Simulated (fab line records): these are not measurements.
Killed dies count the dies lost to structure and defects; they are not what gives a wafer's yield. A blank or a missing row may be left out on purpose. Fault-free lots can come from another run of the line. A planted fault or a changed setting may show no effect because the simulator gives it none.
Matching of chambers :: flow n5 finfet :: 4 sister chambers for N5_FIN_SAQP_SPACER1_ALD_24 on ald sin-03
The step deposits SiO2, target thk 20.3 nm, pulse time 1 s, purge time 2 s. 4 wafers are shown with their chamber, then 9 later ones without.

EACH WAFER AND ITS CHAMBER
wafer: L082.6
chamber: 2
heater power w (W): 475

wafer: L088.1
chamber: 0
heater power w (W): 422

wafer: L088.4
chamber: 1
heater power w (W): 483

wafer: L088.6
chamber: 3
heater power w (W): 551

WAFERS WITH NO CHAMBER GIVEN
wafer: L090.2
heater power w (W): 548

wafer: L090.3
heater power w (W): 492

wafer: L090.5
heater power w (W): 431

wafer: L094.1
heater power w (W): 433

wafer: L094.5
heater power w (W): 570

wafer: L094.6
heater power w (W): 490

wafer: L096.1
heater power w (W): 478

wafer: L096.2
heater power w (W): 479

wafer: L096.6
heater power w (W): 560

THE CHAMBER EACH PASSED THROUGH
wafer: L090.2
from the rows above: 3
in truth: 3

wafer: L090.3
from the rows above: can't be placed: 1 or 2
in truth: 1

wafer: L090.5
from the rows above: 0
in truth: 0

wafer: L094.1
from the rows above: 0
in truth: 0

wafer: L094.5
from the rows above: 3
in truth: 3

wafer: L094.6
from the rows above: can't be placed: 1 or 2
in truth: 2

wafer: L096.1
from the rows above: can't be placed: 2 or 1
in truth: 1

wafer: L096.2
from the rows above: can't be placed: 1 or 2
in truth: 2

wafer: L096.6
from the rows above: 3
in truth: 3
Placed correctly: 5 of 9. Cannot be placed on the basis of these rows: 4; the candidates contain the true chamber in 4. 0 placed wrongly.
How it was worked out, from the rows above alone: a wafer's distance from a chamber is the root of the sum, over the readings, of the square of ((its reading less the chamber's mean) divided by the reading's scatter). The wafer belongs to the nearest chamber; if the next one is less than 2 further off, it can't be placed. The mean given for a chamber averages the wafers shown for that chamber. The scatter: with one shown wafer a chamber, the root of the mean of the squares of how far each hidden wafer lies from its nearest shown one.
